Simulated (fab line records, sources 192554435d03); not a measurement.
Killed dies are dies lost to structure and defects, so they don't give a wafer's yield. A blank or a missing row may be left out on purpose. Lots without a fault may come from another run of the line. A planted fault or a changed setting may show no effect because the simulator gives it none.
Which tool did it? | flow n5_finfet | 10 lots, 28 wafers sampled, at 1 step of a route of 1938

WHAT THE GAUGES READ, wafer by wafer
N5_BEOL_M4_RC_MEAS_101.
lot  | measured     | on        | DIBL_N (mV/V)
L238 | day 7 20:24  | prober-01 | 37.7 36.3 38.5
L240 | day 8 17:38  | prober-01 | 36.9 38.4 36.7
L241 | day 8 18:03  | prober-02 | 34.7 36.7 35.4
L243 | day 9 10:29  | prober-01 | 37.8 38.4 39.3
L244 | day 9 19:01  | prober-01 | 34.9
L256 | day 12 12:52 | prober-01 | 37.6 35.3 34.3
L258 | day 13 14:35 | prober-02 | 35.7 36.8 35.6
L257 | day 13 19:52 | prober-02 | 38.4 37.6 37.1
L260 | day 14 01:01 | prober-01 | 38.4 36.2 36.0
L259 | day 14 08:34 | prober-02 | 35.0 34.2 32.9

WHICH TOOL RAN EACH LOT (tool, then ch and the chambers of the sampled wafers, then the start)
The record holds no process step before these readings.

THE ANSWER, worked out from the rows above alone
Rule: what is usual is taken from the lots themselves. Put in order of their means at a reading, lots are off if they are a third of the lots or fewer, leave a main group of 4 or more, and stand apart from it by a gap of 3 or more times the standard deviation of the main group's means; of several such gaps the widest counts. A main group whose means are all the same, to the digits that the tables above print for the reading, isn't used. A lot without any number at a reading at which 4 lots or more have one is off too. The other lots that the step has rows for count as sound.
No lot is off at any reading shown: from this, nothing can be told.

WHAT THE SIMULATOR HAD PUT IN
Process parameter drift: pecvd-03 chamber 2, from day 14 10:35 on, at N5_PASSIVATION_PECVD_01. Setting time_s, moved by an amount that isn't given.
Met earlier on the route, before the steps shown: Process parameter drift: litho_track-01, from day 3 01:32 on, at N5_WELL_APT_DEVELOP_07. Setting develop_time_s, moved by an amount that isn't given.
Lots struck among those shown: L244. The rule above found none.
